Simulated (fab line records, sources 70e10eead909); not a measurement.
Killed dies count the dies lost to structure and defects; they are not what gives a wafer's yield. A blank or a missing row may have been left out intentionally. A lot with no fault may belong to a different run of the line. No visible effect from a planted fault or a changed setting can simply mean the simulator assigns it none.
What tool caused it? | flow nand harc | 12 lots, 36 wafers sampled, at 3 steps of a route of 1302

WHAT THE GAUGES READ, wafer by wafer
NHARC_P_CONTACT_OVL_MEAS_13.
lot  | measured     | on         | overlay x nm (nm)
L074 | day 5 03:27  | overlay-02 | -0.1 0.1 -0.6
L077 | day 5 21:09  | overlay-01 | 0.0 0.1 -0.4
L079 | day 7 06:07  | overlay-02 | 2.1 1.3 1.9
L082 | day 8 02:13  | overlay-01 | 1.3 1.0 1.0
L084 | day 8 20:02  | overlay-01 | -0.7 -0.6 -0.4
L085 | day 9 12:27  | overlay-01 | 0.0 -0.8 -1.0
L087 | day 10 04:32 | overlay-02 | -1.4 -1.1 -1.2
L089 | day 11 00:52 | overlay-01 | -0.3 -0.1 0.3
L091 | day 12 01:04 | overlay-02 | -0.7 -0.8 -0.8
L093 | day 12 17:44 | overlay-02 | -0.4 -0.2 -0.4
L095 | day 13 12:40 | overlay-01 | 0.6 0.5 0.7
L097 | day 14 07:18 | overlay-01 | 0.1 -1.3 0.1

WHICH TOOL RAN EACH LOT (tool, then ch and the chambers of the sampled wafers, then the start)
lot  | NHARC_P_GATE_STRIP_112               | NHARC_P_GATE_STRIP_76
L074 | plasma asher-01 ch 0,1, day 4 21:19  | plasma asher-01 ch 0,1, day 4 21:31
L077 | plasma asher-02 ch 0,1, day 5 15:26  | plasma asher-02 ch 0,1, day 5 15:37
L079 | plasma asher-02 ch 0,1, day 7 00:28  | plasma asher-02 ch 0,1, day 7 00:42
L082 | plasma asher-01 ch 0,1, day 7 20:22  | plasma asher-01 ch 0,1, day 7 20:36
L084 | plasma asher-01 ch 0,1, day 8 13:58  | plasma asher-01 ch 0,1, day 8 14:14
L085 | plasma asher-01 ch 0,1, day 9 06:08  | plasma asher-01 ch 0,1, day 9 06:22
L087 | plasma asher-01 ch 0,1, day 9 22:41  | plasma asher-01 ch 0,1, day 9 22:57
L089 | plasma asher-02 ch 0,1, day 10 19:02 | plasma asher-02 ch 0,1, day 10 19:19
L091 | plasma asher-01 ch 0,1, day 11 19:11 | plasma asher-01 ch 0,1, day 11 19:27
L093 | plasma asher-01 ch 0,1, day 12 12:01 | plasma asher-01 ch 0,1, day 12 12:15
L095 | plasma asher-01 ch 0,1, day 13 06:46 | plasma asher-01 ch 0,1, day 13 06:59
L097 | plasma asher-01 ch 0,1, day 14 01:24 | plasma asher-01 ch 0,1, day 14 01:38
- NHARC_P_GATE_STRIP_112: strips in N2/H2, time 200 s.
- NHARC_P_GATE_STRIP_76: strips in O2.

THE ANSWER, worked out from the rows above alone
Rule: the usual values come from the lots themselves. The widest of any qualifying gaps counts: lots, ordered by their means at a reading, are off when they make up no more than a third of the lots, leave a main group of 4 or more, and stand apart from it by 3 or more times the standard deviation of that group's means. Not used: any main group whose means are identical at the precision the tables above print for the reading. Also off: a lot with no number at a reading for which 4 or more lots have one. All remaining lots with rows at the step are treated as sound.
Across all readings shown, no lot is off: no conclusion can be drawn from this.

WHAT THE SIMULATOR HAD INSERTED
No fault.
